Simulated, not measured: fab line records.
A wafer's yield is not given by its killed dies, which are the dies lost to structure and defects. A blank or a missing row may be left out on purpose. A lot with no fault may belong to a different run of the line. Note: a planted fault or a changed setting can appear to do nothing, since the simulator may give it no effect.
Check for tools in common ; flow nand_harc ; Sample size 5 lots and 15 wafers

== WHY IT WAS OPENED ==
On 2 of the 5 lots, a flag is raised at NHARC_END_SORT_01 on the reading killed_at_periphery. Wafers without a fault read 3.4, standard deviation 2.5.
Rule: a lot is flagged when every wafer of it that has a number lies more than 4 standard deviations from that mean, or none has a number. The rest of the lots are taken to be sound.

lot;measured;on;killed_at_periphery, wafer by wafer;flag
L854;day 29 09:18;prober-02;22 22 29;FLAGGED
L855;day 30 13:02;prober-01;33 23 25;FLAGGED
L856;day 30 14:42;prober-02;6 6 4;
L857;day 30 21:39;prober-01;3 3 0;
L858;day 31 09:37;prober-01;0 3 3;
Average over the flagged lots: 25.7; offset from the usual +22.3, equal to +9 standard deviations.

== WHICH TOOL EACH LOT WENT THROUGH ==
Before the reading, the record contains 2 process steps out of a 1302-step route. Each cell gives the tool, then ch followed by the chambers the sampled wafers passed through, then the start.
lot;flag;NHARC_P_M0_PVD_21;NHARC_P_M1_ANNEAL_31
L854;FLAGGED;pvd_sputter-03, day 11 08:23 or earlier;rtp_anneal-02, day 11 10:21
L855;FLAGGED;pvd_sputter-03, day 12 07:29 or earlier;rtp_anneal-02, day 12 09:20
L856;;pvd_sputter-01, day 12 09:25 or earlier;rtp_anneal-01 ch 0, day 12 11:22
L857;;pvd_sputter-02, day 12 06:36 or earlier;rtp_anneal-01 ch 0, day 12 08:31
L858;;pvd_sputter-03, day 13 02:32 or earlier;rtp_anneal-01 ch 0, day 13 04:23
What is done by these steps:
- NHARC_P_M0_PVD_21: deposits Cu, target thk 30 nm, time 20.49 s.
- NHARC_P_M1_ANNEAL_31: time 90 s.
- NHARC_END_SORT_01

== FLAGGED AGAINST TOTAL, ONE TOOL AT A TIME (gauges that did the reading follow at the end) ==
step;tool;lots run;flagged;share of the flagged lots;sound lots run after its first flagged lot
NHARC_P_M0_PVD_21;pvd_sputter-01;1;0;none;-
NHARC_P_M0_PVD_21;pvd_sputter-02;1;0;none;-
NHARC_P_M0_PVD_21;pvd_sputter-03;3;2;all;1 (L858)
NHARC_P_M1_ANNEAL_31;rtp_anneal-01;3;0;none;-
NHARC_P_M1_ANNEAL_31;rtp_anneal-02;2;2;all;0
NHARC_END_SORT_01;prober-01;3;1;some;2 (L857,L858)
NHARC_END_SORT_01;prober-02;2;1;some;1 (L856)
Because NHARC_P_M0_PVD_21 lacks a start for some lots, the hours and order of its lots are taken from NHARC_P_M1_OVL_MEAS_10.

== WHAT IS ALLOWED BY THE TABLE ==
Every flagged lot went through 2 rows of the table: pvd_sputter-03 at NHARC_P_M0_PVD_21 and rtp_anneal-02 at NHARC_P_M1_ANNEAL_31.
- pvd_sputter-03 at NHARC_P_M0_PVD_21: 2 of its 3 lots flagged. Sound lots followed the first flagged one (L858) on it, something a lasting fault affecting the whole tool could not allow.
- rtp_anneal-02 at NHARC_P_M1_ANNEAL_31: 2 of its 2 lots flagged. Because this sample shows no sound lot run on it before its first flagged lot, the start cannot be pinned down more closely.
rtp_anneal-02 at NHARC_P_M1_ANNEAL_31 is the single tool remaining.

== WHAT HAD BEEN PUT IN BY THE SIMULATOR ==
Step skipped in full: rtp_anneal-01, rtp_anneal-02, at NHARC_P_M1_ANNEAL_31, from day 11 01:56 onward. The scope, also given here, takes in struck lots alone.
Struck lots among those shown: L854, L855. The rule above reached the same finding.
